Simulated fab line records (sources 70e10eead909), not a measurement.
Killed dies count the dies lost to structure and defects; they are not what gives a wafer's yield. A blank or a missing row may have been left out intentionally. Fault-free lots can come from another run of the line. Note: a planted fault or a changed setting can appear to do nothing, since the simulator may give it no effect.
Chamber matching -- flow nand-harc -- 4 sister chambers for NHARC_A_M1_ETCH_35 on rie-diel-02
The step etches the open film in N2/H2, target depth 40 nm, overetch 12 nm, time 43.94 s. 8 wafers are shown with their chamber, then 7 later ones without.

## WAFERS WITH THEIR CHAMBER
wafer,chamber,drypump-motor-current-A (A),rf-vpp-V (V)
L567.5,3,5.82,433.1
L570.1,1,6.24,425.6
L570.3,2,5.49,434.4
L574.1,0,5.71,431.2
L574.2,3,5.83,433.9
L574.6,2,5.53,434.2
L576.1,1,6.26,424.9
L576.3,0,5.73,431.8

## WAFERS WITH NO CHAMBER GIVEN
wafer,drypump-motor-current-A (A),rf-vpp-V (V)
L576.4,5.50,434.3
L575.3,6.21,427.5
L575.4,5.51,435.7
L575.5,5.82,433.7
L582.1,5.71,430.8
L582.4,5.83,432.9
L582.5,5.71,431.4

## EACH ONE'S CHAMBER
wafer,from the rows above,in truth
L576.4,2,2
L575.3,1,1
L575.4,2,2
L575.5,3,3
L582.1,0,0
L582.4,3,3
L582.5,0,0
Correct placement for 7 of the 7. Can't be placed from these rows: 0. Number placed wrongly: 0.
How it was worked out, from the rows above alone: a wafer's distance from a chamber is the root of the sum, over the readings, of the square of ((its reading less the chamber's mean) divided by the reading's scatter). If the next closest chamber is less than 2 further off than the closest, the wafer can't be placed; otherwise it belongs to the closest. A chamber's mean is the mean of its shown wafers. The scatter: take each reading less its chamber's mean, square it, sum over the shown wafers, divide by the number of wafers less the number of chambers, and take the root.
